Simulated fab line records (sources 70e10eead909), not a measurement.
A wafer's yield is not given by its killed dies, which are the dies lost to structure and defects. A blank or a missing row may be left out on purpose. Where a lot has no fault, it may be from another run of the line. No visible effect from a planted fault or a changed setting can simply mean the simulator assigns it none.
Chamber matching    flow nand harc    4 sister chambers for NHARC_A_M1_DESCUM_14 on rie diel-02
The step chemistry O2, time 3 s. 16 wafers are shown with their chamber, then 8 later ones without.

WAFERS WITH THEIR CHAMBER
wafer   chamber  showerhead plenum p Torr (Torr)  drypump motor current A (A)  oes product au (a.u.)
L078.1  2        1.89                             4.9                          1.003
L078.2  3        1.99                             6.4                          1.014
L078.5  0        1.81                             5.1                          0.974
L081.1  1        1.99                             6.1                          0.996
L081.2  0        1.81                             5.1                          0.997
L081.4  2        1.89                             4.9                          0.988
L084.1  0        1.81                             5.1                          0.995
L084.3  1        1.99                             6.1                          0.993
L084.5  2        1.89                             4.9                          0.988
L085.1  2        1.89                             4.9                          0.992
L085.2  0        1.81                             5.1                          1.003
L085.6  2        1.89                             4.9                          0.994
L087.1  3        1.98                             6.4                          1.005
L087.3  1        1.99                             6.0                          0.998
L087.5  0        1.81                             5.1                          0.986
L092.3  1        1.99                             6.1                          0.985

SIGNATURES, as means of the wafers listed above
reading                   chamber 0  chamber 1  chamber 2  chamber 3  scatter within a chamber
showerhead plenum p Torr  1.8100     1.9900     1.8900     1.9850     0.00204
drypump motor current A   5.100      6.075      4.900      6.400      0.025
oes product au            0.99100    0.99300    0.99300    1.00950    0.00817
Rule: distance of a wafer from a chamber = root of the sum over the readings of ((wafer's reading minus chamber's mean) / reading's scatter) squared. If the next closest chamber is less than 2 further off than the closest, the wafer can't be placed; otherwise it belongs to the closest. The scatter: the root of (the sum of the squares of (reading less its chamber's mean) over the shown wafers, divided by (wafers less chambers)).

WAFERS WHOSE CHAMBER IS MISSING
wafer   showerhead plenum p Torr (Torr)  drypump motor current A (A)  oes product au (a.u.)
L092.4  1.89                             4.9                          0.980
L092.6  1.99                             6.1                          0.999
L097.2  1.98                             6.5                          1.007
L097.4  1.99                             6.1                          0.992
L097.5  1.81                             5.1                          1.003
L096.2  1.81                             5.1                          1.002
L096.3  1.99                             6.0                          1.002
L096.5  1.99                             6.0                          0.995

EACH ONE'S CHAMBER
wafer   from the rows above  in truth
L092.4  2                    2
L092.6  1                    1
L097.2  3                    3
L097.4  1                    1
L097.5  0                    0
L096.2  0                    0
L096.3  1                    1
L096.5  1                    1
Correctly placed: 8 of 8. Not placeable from these rows: 0. Wrongly placed: 0.
